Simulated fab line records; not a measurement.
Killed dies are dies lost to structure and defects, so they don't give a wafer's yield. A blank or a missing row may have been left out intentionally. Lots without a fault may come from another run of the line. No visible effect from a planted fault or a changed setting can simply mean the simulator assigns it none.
3 desks looking at one fault	flow n5 finfet	each desk holds nothing but its own numbers, with what lay behind them at the end

## THE DEFECT DESK
Lot by lot, what the route's inspections counted, given as the mean of those sampled wafers with a number. If a lot's mean is further than 4 standard deviations from the usual mean, the lot is out of limits and carries the mark OUT (the distance appears in the brackets).
Columns: A = raw defect count at N5_BEOL_M1_INSPECT_59, usual 71
lot	first seen here	A
L717	day 6 16:14	47
L721	day 7 13:50	86
L722	day 7 14:23	81
L726	day 8 18:10	115
L728	day 9 11:59	64
L729	day 9 12:45	63
L730	day 9 18:28	60
L737	day 12 02:40	63
L739	day 12 06:26	80
L740	day 12 12:48	83
Finding of this desk: none of the 10 lots has anything out of limits.

## METROLOGY DESK
Lot by lot, what the gauges showed, no matter which tool ran the lot: averages of those sampled wafers that carry a number. If a lot's mean is further than 4 standard deviations from the usual mean, the lot is out of limits and carries the mark OUT (the distance appears in the brackets). Shown here are 7 of its 10 readings, the ones lying furthest out on some lot.
Columns: A = DIBL_N at N5_BEOL_M4_RC_MEAS_101, usual 36.4 mV/V; B = IOFF_N at N5_BEOL_M4_RC_MEAS_101, usual 0.16 nA/um; C = ION_N at N5_BEOL_M4_RC_MEAS_101, usual 670 uA/um; D = ION_P at N5_BEOL_M4_RC_MEAS_101, usual 459 uA/um; E = SS_N at N5_BEOL_M4_RC_MEAS_101, usual 71.6 mV/dec; F = SS_P at N5_BEOL_M4_RC_MEAS_101, usual 73.3 mV/dec; G = VT_P at N5_BEOL_M4_RC_MEAS_101, usual -251 mV
lot	first seen here	A	B	C	D	E	F	G
L717	day 7 17:26	36.5	0.16	677	465	71.4	72.9	-250
L721	day 8 22:14	34.0	0.13	654	453	70.5	72.7	-250
L722	day 9 03:44	36.6	0.16	669	455	71.5	73.2	-253
L726	day 10 03:38	38.4	0.20	662	457	72.6	73.6	-249
L728	day 10 15:40	34.3	0.15	666	453	71.8	73.0	-253
L729	day 10 20:03	37.5	0.18	667	458	72.1	74.1	-251
L730	day 11 06:34	36.8	0.16	666	453	72.1	73.7	-253
L737	day 13 09:29	35.7	0.15	669	458	72.2	72.7	-250
L739	day 13 16:30	36.5	0.16	665	451	71.3	73.4	-255
L740	day 14 01:40	37.2	0.18	688	472	71.9	73.7	-250
Finding of this desk: none of the 10 lots has anything out of limits.

## THE TOOL OWNER'S DESK: litho track-05
The tool's own readings at N5_BEOL_M2_COAT_61 (time 60 s, resist thk 60 nm): means of the sampled wafers that have a number, for each lot that ran on this tool. If a lot's mean is further than 4 standard deviations from the usual mean, the lot is out of limits and carries the mark OUT (the distance appears in the brackets).
Columns: A = heater power total W at N5_BEOL_M2_COAT_61, usual 500.6 W; B = plate temp C at N5_BEOL_M2_COAT_61, usual 250.00 C; C = spin speed rpm at N5_BEOL_M2_COAT_61, usual 1499.8 rpm
lot	first seen here	A	B	C
L717	day 6 17:46	502.0	249.87	1499.9
L722	day 7 15:47	502.1	249.81	1500.8
L726	day 8 18:58	500.7	250.18	1499.8
L728	day 9 14:38	491.9 (-4.8) OUT	246.60 (-18) OUT	1498.9
L729	day 9 14:55	492.4 (-4.5) OUT	246.55 (-18) OUT	1499.8
L740	day 12 14:43	499.2	249.96	1499.1
This desk's finding: out of limits on L728, L729; first on L728, day 9 14:38 (heater power total W at N5_BEOL_M2_COAT_61). In limits: L717, L722, L726, L740.

## PUT TOGETHER
On L728, L729, at day 9 14:38, an alarm was possible from the tool owner's desk.
No out-of-limits result turned up at the defect desk.
From the metrology desk's view, nothing was out of limits.
The defect desk has L728, L729 on record, within its limits.
The metrology desk holds a record of L728, L729, inside its limits.
Every lot named ran N5_BEOL_M2_COAT_61 on litho track-05.

## WHAT THE SIMULATOR HAD INSERTED
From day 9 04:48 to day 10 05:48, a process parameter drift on litho track-05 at N5_BEOL_M2_COAT_61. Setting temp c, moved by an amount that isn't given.
Lots struck among those shown: L728, L729.
Each desk's first reading out of limits, in hours after the fault started: the tool owner's desk, 10.
